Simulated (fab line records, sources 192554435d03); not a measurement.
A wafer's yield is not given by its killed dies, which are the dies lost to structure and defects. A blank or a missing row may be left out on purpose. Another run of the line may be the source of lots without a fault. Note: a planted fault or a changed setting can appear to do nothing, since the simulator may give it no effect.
Comparing a struck lot with a sound one -- flow n5_finfet -- 39 out of 1938 route steps
Sound: wafers L389.1, L389.4, L389.5. Struck: wafer L387.4 (left out: L387.1, L387.3 of the same lot, which were not struck); the cause appears at the end.
Order at every step that has rows: each side's tool, ch and its chambers, its first start. Under that, the readings that differ: sound wafers -- struck wafers -- difference of the means -- sigmas: that difference in standard deviations of wafers without a fault.
alike: readings with means less than 2 such deviations apart, plus words and numbers identical on both sides. not compared: withheld readings, readings lacking a value on some wafer, bounds such as >300 that could conceal the same value, and numbers that have no deviation in the record and whose values overlap.
The two part at a step that has a row with sigmas, a row that says differs or no value, or rows on one side only. Non-overlapping numbers with no deviation appear without sigmas and do not part them. A reading that every wafer of one side lacks parts them only if that side has two wafers or more.

first, 9 steps without rows for these wafers: N5_BEOL_M4_ANNEAL_95 (time 240 s); N5_BEOL_M4_SPUTTER_96 (material Cu, target thk 4.5 nm, time 8.29 s); N5_BEOL_M4_ECD_50 (material Cu, target thk 300 nm); N5_BEOL_M4_ANNEAL_51 (time 90 s); N5_BEOL_M4_CMP_52 (polishes, stops on SiOC, t overpolish 6.8 s, target thk 40 nm); N5_BEOL_M4_PRE_CLEAN_60 (time 15 s); N5_BEOL_M4_CO_CAP_55 (material Co, precursor CCTBA/H2, target thk 2 nm, time 102.1 s); N5_BEOL_M4_PRE_CLEAN_56 (time 15 s); N5_BEOL_M4_DEP_57 (deposits SiCN from 3MS/NH3, target thk 8 nm, time 14 s).
N5_BEOL_M4_RC_MEAS_101:
  sound on prober-02 ch 0, day 14 02:05; struck on prober-02 ch 0, day 13 20:15
reading,sound,struck,difference,sigmas
DIBL_P (mV/V),33 34 35,41,+7,+2
SS_N (mV/dec),70.5 70.6 71.4,72.7,+1.9,+2
SS_P (mV/dec),72.2 72.6 72.5,74.5,+2.1,+2
VT_N (mV),260 256 252,246,-10,-2
  alike: DIBL_N, IOFF_N, IOFF_P, ION_N, ION_P, VT_P
then, 24 steps without rows for these wafers: N5_BEOL_M5_ILD_DEP_00 (deposits SiCOH lowk from DEMS/porogen, target thk 140.64 nm, time 25.9 s); N5_BEOL_M5_CURE_79 (cures SiCOH lowk, time 240 s); N5_BEOL_M5_PECVD_70 (deposits SiO2 from TEOS/O2, target thk 16 nm, time 18 s); N5_BEOL_M5_HM_DEP_02 (deposits TiN, target thk 20 nm); N5_BEOL_M5_COAT_59 (time 60 s, resist thk 60 nm); N5_BEOL_M5_COAT_60 (time 60 s, resist thk 12 nm); N5_BEOL_M5_COAT_71 (time 60 s, resist thk 5 nm); N5_BEOL_M5_COAT_05 (resist thk 30 nm); N5_BEOL_M5_EBR_07; N5_BEOL_M5_SOFTBAKE_06 (time 60 s); N5_BEOL_M5_EXPOSE_08 (exposes mask M5, target cd 28 nm); N5_BEOL_M5_PEB_09 (peb time 60 s); N5_BEOL_M5_DEVELOP_10 (develop time 30 s); N5_BEOL_M5_DESCUM_16 (chemistry O2, time 7 s); N5_BEOL_M5_ETCH_72 (etches underlayer in N2/H2, target depth 6.5 nm, time 5.2 s); N5_BEOL_M5_ETCH_61 (etches SiARC in CF4, target depth 15.6 nm, time 26 s); N5_BEOL_M5_ETCH_62 (etches SOC in N2/H2, target depth 75 nm, overetch 15 nm, time 112.5 s); N5_BEOL_M5_STRIP_63 (strips in N2/H2); N5_BEOL_M5_STRIP_73 (strips in N2/H2); N5_BEOL_M5_STRIP_64 (strips in CF4); N5_BEOL_M5_HM_OPEN_17 (chemistry Cl2/BCl3, target TiN, target depth 20 nm, overetch 6 nm); N5_BEOL_M5_STRIP_19 (strips in O2); N5_BEOL_M5_COAT_65 (time 60 s, resist thk 60 nm); N5_BEOL_M5_COAT_66 (time 60 s, resist thk 12 nm).
N5_BEOL_M7_HM_OPEN_17: chemistry Cl2/BCl3, target TiN, target depth 20 nm, overetch 6 nm.
  sound on rie_metal-01 ch 0,1, day 15 07:31; struck on rie_metal-02 ch 1, day 14 23:49
reading,sound,struck,difference,sigmas
throttle_valve_pct (%),21.88 21.70 21.87,22.28,+0.46,+2
model.etch.depth_nm (nm),20.43 20.29 20.59,15.18,-5.26,
model.SOC_of_BEOL_M7_COAT_59.thk_nm (nm),92 92 92,95.4,+3.4,
  alike: bias_w, drypump_motor_current_A, oes_product_au
  not compared: rf_hours_counter_h
N5_BEOL_M7_VIA_ETCH_34: etches SiCOH lowk in C4F6/O2, target depth 125.5 nm, time 50.5 s.
  sound on rie_diel-01 ch 1,3, day 15 08:47; struck on rie_diel-03 ch 1, day 15 06:45
reading,sound,struck,difference,sigmas
drypump_motor_current_A (A),5.4 6.0 5.4,6.6,+1.0,+2
oes_product_au (a.u.),0.79 0.79 0.80,0.28,-0.51,-7
  alike: bias_w, rf_vpp_V, showerhead_plenum_p_Torr, throttle_valve_pct
  not compared: rf_hours_counter_h
N5_BEOL_M7_OCD_MEAS_38:
  sound: ocd-02 at day 15 09:02; struck: ocd-01 at day 15 07:00
reading,sound,struck,difference,sigmas
trench_depth_nm (nm),91.5 93.5 92.9,0.1,-92.5,-42
N5_BEOL_M7_CD_MEAS_35: the cd target is 40 nm.
  sound: cd_sem-03 at day 15 09:11; struck: cd_sem-02 at day 15 07:09
  not compared: cd_nm
-- record jumps: 3 days separate the struck wafers' starts on either side; left off in module BEOL_M7, taken up again in module PASSIVATION, whose first shown step is the route's number 1936 --
N5_PASSIVATION_PROBE_49:
  the record has rows for the struck wafers here (prober-01, day 18 13:53) and none for the sound ones

WHERE THEY PART
Last at N5_PASSIVATION_PROBE_49 as far as this record goes, first at N5_BEOL_M4_RC_MEAS_101.

WHY: what had been put in by the simulator
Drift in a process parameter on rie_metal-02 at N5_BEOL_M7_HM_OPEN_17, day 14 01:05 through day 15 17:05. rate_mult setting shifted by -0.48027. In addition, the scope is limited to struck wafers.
